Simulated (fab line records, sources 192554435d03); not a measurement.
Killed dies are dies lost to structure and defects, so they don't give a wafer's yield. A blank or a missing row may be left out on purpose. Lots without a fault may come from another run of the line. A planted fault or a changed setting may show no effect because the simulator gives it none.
Split-lot experiment | flow n5_finfet | 7 lots, 21 wafers read, on a route of 1938 steps

THE SPLIT
At N5_BEOL_M9_ETCH_62 (etches SOC in N2/H2, target depth 110 nm, overetch 22 nm, time 165 s), the setting time_s was moved away from the recipe's 165 s on 5 of the 21 wafers read, by -5.6% to +21.5%. The other wafers ran this setting at the recipe's value.

FROM THE SPLIT TO THE READING: what the file shows between them, 2 steps
- N5_BEOL_M9_STRIP_68: strips in N2/H2
- N5_BEOL_M9_STRIP_67: strips in CF4

THE READING
etch.depth_nm (the simulator's own value, which no gauge read), in nm, at N5_BEOL_M9_HM_OPEN_17 (chemistry Cl2/BCl3, target TiN, target depth 20 nm, overetch 6 nm). The file gives no usual value for it. The 16 wafers here that ran the recipe average 20.14 nm, standard deviation 0.32 nm.

wafer  | tool, chamber at the split | time_s as run, s | against the recipe | etch.depth_nm, nm | against lot-mates on the recipe
L074.3 | rie_diel-02, 0,1           | 165              | recipe             | 20.12             | -
L074.4 | rie_diel-02, 0,1           | 165              | recipe             | 20.09             | -
L074.5 | rie_diel-02, 2             | 182.2            | +10.4%             | 18.55             | -1.55
L076.1 | rie_diel-06, 0             | 165              | recipe             | 20.38             | -
L076.4 | rie_diel-06, 2,0           | 155.7            | -5.6%              | 20.03             | -0.35
L076.6 | rie_diel-06, 2,0           | 155.7            | -5.6%              | 19.97             | -0.41
L080.2 | rie_diel-02, 3             | 165              | recipe             | 20.55             | -
L080.5 | rie_diel-02, 3             | 165              | recipe             | 20.34             | -
L080.6 | rie_diel-02, 2             | 200.5            | +21.5%             | 16.71             | -3.73
L081.3 | rie_diel-03, 3,0           | 165              | recipe             | 20.42             | -
L081.4 | rie_diel-03, 0             | 177.2            | +7.4%              | 19.43             | -1.05
L081.6 | rie_diel-03, 3,0           | 165              | recipe             | 20.53             | -
L088.1 | rie_diel-03, 2,0,3         | 165              | recipe             | 20.63             | -
L088.2 | rie_diel-03, 2,0,3         | 165              | recipe             | 20.32             | -
L088.5 | rie_diel-03, 2,0,3         | 165              | recipe             | 19.95             | -
L090.1 | rie_diel-06, 0,0,2         | 165              | recipe             | 20.01             | -
L090.4 | rie_diel-06, 0,0,2         | 165              | recipe             | 19.8              | -
L090.6 | rie_diel-06, 0,0,2         | 165              | recipe             | 19.69             | -
L097.1 | rie_diel-02, 2,0,3         | 165              | recipe             | 19.59             | -
L097.2 | rie_diel-02, 2,0,3         | 165              | recipe             | 20.12             | -
L097.5 | rie_diel-02, 2,0,3         | 165              | recipe             | 19.65             | -
Where a row lists several chambers, the file gives one row for several wafers and doesn't say which wafer went through which chamber.

THE FIT
A straight line over all 21 wafers: etch.depth_nm changes by -0.132 nm for each +1% of time_s; r = -0.88; the points scatter about the line by 0.43 nm.
The same after taking each lot's own level away (the mean of its wafers on the recipe; 21 wafers): -0.139 nm for each +1%; r = -0.89; scatter 0.41 nm.
On that fit, the largest move of time_s shifts the reading by 3 nm.
The lots' own levels span 19.787 to 20.475 nm, that is 2.1 times the standard deviation above.
So the lot-to-lot level changes the slope little: the two slopes agree.
Check: with one of the wafers moved furthest among these (+21.5%) left out of the fit, the line predicts -1.92 nm for it against its lot-mates. It came out at -3.73 nm against them.

THE FILE'S OWN FIT
etch.depth_nm changes by -0.155 nm for each +1% of time_s, r = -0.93.
